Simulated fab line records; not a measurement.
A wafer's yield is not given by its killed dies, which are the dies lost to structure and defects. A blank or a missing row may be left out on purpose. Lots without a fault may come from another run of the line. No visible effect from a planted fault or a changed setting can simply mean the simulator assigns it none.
Split-lot trial | flow n5-finfet | route with 1938 steps; 7 lots, 21 wafers read

ABOUT THE SPLIT
At N5_BEOL_M14_TRENCH_ETCH_34 (etches SiO2 in C4F8/O2/Ar, target depth 556.65 nm, time 126.9 s), the setting bias-w was moved away from the recipe's 2040 W on 4 of the 21 wafers read, by -17.7% to +12.1%. All remaining wafers had this setting at the recipe value.

The reading is taken at the split's own step.

THE READING
rf-vpp-V, in V, at N5_BEOL_M14_TRENCH_ETCH_34 (etches SiO2 in C4F8/O2/Ar, target depth 556.65 nm, time 126.9 s). Typical for fault-free wafers on this fab line: 2225 V, with standard deviation 34 V.

wafer  | tool, chamber at the split | bias-w as run, W | against the recipe | rf-vpp-V, V | against lot-mates on the recipe
L078.1 | rie-diel-03, 3             | 2040             | recipe             | 2261        | -
L078.3 | rie-diel-03, 0             | 2040             | recipe             | 2205        | -
L078.5 | rie-diel-03, 3             | 2040             | recipe             | 2261        | -
L077.1 | rie-diel-02, 2             | 2040             | recipe             | 2216        | -
L077.3 | rie-diel-02, 0             | 2040             | recipe             | 2253        | -
L077.6 | rie-diel-02, 3             | 1679             | -17.7%             | 1902        | -332
L079.1 | rie-diel-03, 3             | 2040             | recipe             | 2261        | -
L079.4 | rie-diel-03, 2             | 2040             | recipe             | 2153        | -
L079.5 | rie-diel-03, 3             | 2040             | recipe             | 2261        | -
L088.1 | rie-diel-03, 2             | 1830             | -10.3%             | 1993        | -160
L088.2 | rie-diel-03, 3             | 1830             | -10.3%             | 2095        | -58
L088.5 | rie-diel-03, 2             | 2040             | recipe             | 2153        | -
L089.3 | rie-diel-06, 2             | 2040             | recipe             | 2261        | -
L089.4 | rie-diel-06, 3             | 2040             | recipe             | 2239        | -
L089.5 | rie-diel-06, 2             | 2040             | recipe             | 2261        | -
L090.1 | rie-diel-02, 3             | 2040             | recipe             | 2221        | -
L090.5 | rie-diel-02, 0             | 2040             | recipe             | 2250        | -
L090.6 | rie-diel-02, 3             | 2040             | recipe             | 2220        | -
L097.3 | rie-diel-06, 2             | 2040             | recipe             | 2261        | -
L097.4 | rie-diel-06, 1             | 2040             | recipe             | 2184        | -
L097.5 | rie-diel-06, 2             | 2286             | +12.1%             | 2444        | +222

FIT RESULTS
A straight line over all 21 wafers: rf-vpp-V changes by +18.2 V for each +1% of bias-w; r = +0.94; the points scatter about the line by 38 V.
The same after taking each lot's own level away (the mean of its wafers on the recipe; 21 wafers): +16.3 V for each +1%; r = +0.92; scatter 39 V.
The reading moves by 2.9e+02 V for the largest change in bias-w, on that fit.
The span of the lots' own levels, 2153.0 to 2253.7 V, comes to 3.0 times the standard deviation stated above.
Thus the slope moves with the lot-to-lot level: the two fits are different.
Check: -240 V against its lot-mates is what the line predicts for one of the wafers moved furthest among these (-17.7%) when that wafer is left out of the fit. It came out at -332 V against them.
Tool readings at the split's step, against how far the setting was moved: rf-vpp-V r = +0.94.

FURTHER SPLITS ON THESE WAFERS
Other splits were also applied to these wafers ahead of the reading. Each is held against what the fit with the lots' levels taken away leaves over:
other split on the same wafers | wafers away from the commonest value | r with rf-vpp-V (lot level and that fit taken away)
N5_BEOL_M11_PECVD_70 time-s    | 7                                    | -0.29
N5_BEOL_M13_EXPOSE_07 dose-mj  | 7                                    | -0.21
N5_BEOL_M14_PEB_26 peb-temp-c  | 8                                    | +0.22

THE FILE'S OWN FIT
rf-vpp-V changes by +17.1 V for each +1% of bias-w, r = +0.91.
